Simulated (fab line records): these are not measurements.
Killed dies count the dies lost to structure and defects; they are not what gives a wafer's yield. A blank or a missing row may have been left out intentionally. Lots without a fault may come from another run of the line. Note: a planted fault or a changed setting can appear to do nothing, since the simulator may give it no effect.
Matching of chambers + flow n5Finfet + N5_HKMG_FIN_ETCH_35 on rieDiel-02 has 4 sister chambers
The step etches SOC in N2/H2, target depth 215.8 nm, time 243.4 s. 4 wafers are shown with their chamber, then 9 later ones without.

WAFERS WITH THEIR CHAMBER
| wafer  | chamber | showerheadPlenumPTorr (Torr) |
|--------|---------|------------------------------|
| L086.4 | 0       | 2.48                         |
| L090.4 | 1       | 2.47                         |
| L090.5 | 3       | 2.50                         |
| L090.6 | 2       | 2.50                         |

WAFERS WITHOUT THEIR CHAMBER
| wafer  | showerheadPlenumPTorr (Torr) |
|--------|------------------------------|
| L091.1 | 2.47                         |
| L091.3 | 2.50                         |
| L091.6 | 2.47                         |
| L094.2 | 2.49                         |
| L094.3 | 2.47                         |
| L094.4 | 2.46                         |
| L096.1 | 2.46                         |
| L096.3 | 2.49                         |
| L096.5 | 2.47                         |

EACH ONE'S CHAMBER
| wafer  | from the rows above               | in truth |
|--------|-----------------------------------|----------|
| L091.1 | can't be placed: 1 or 0           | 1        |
| L091.3 | can't be placed: 2 or 3           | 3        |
| L091.6 | can't be placed: 1 or 0           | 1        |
| L094.2 | can't be placed: 2 or 3 or 0 or 1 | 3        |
| L094.3 | can't be placed: 1 or 0           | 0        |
| L094.4 | can't be placed: 1 or 0           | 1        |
| L096.1 | can't be placed: 1 or 0           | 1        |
| L096.3 | can't be placed: 2 or 3 or 0 or 1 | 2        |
| L096.5 | can't be placed: 1 or 0           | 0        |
Correctly placed: 0 of 9. Cannot be placed on the basis of these rows: 9; the candidates contain the true chamber in 9. 0 placed wrongly.
How it was worked out, from the rows above alone: a wafer's distance from a chamber is the root of the sum, over the readings, of the square of ((its reading less the chamber's mean) divided by the reading's scatter). The wafer belongs to the nearest chamber; if the next one is less than 2 further off, it can't be placed. A chamber's mean is the mean of its shown wafers. The scatter: with one shown wafer a chamber, the root of the mean of the squares of how far each hidden wafer lies from its nearest shown one.
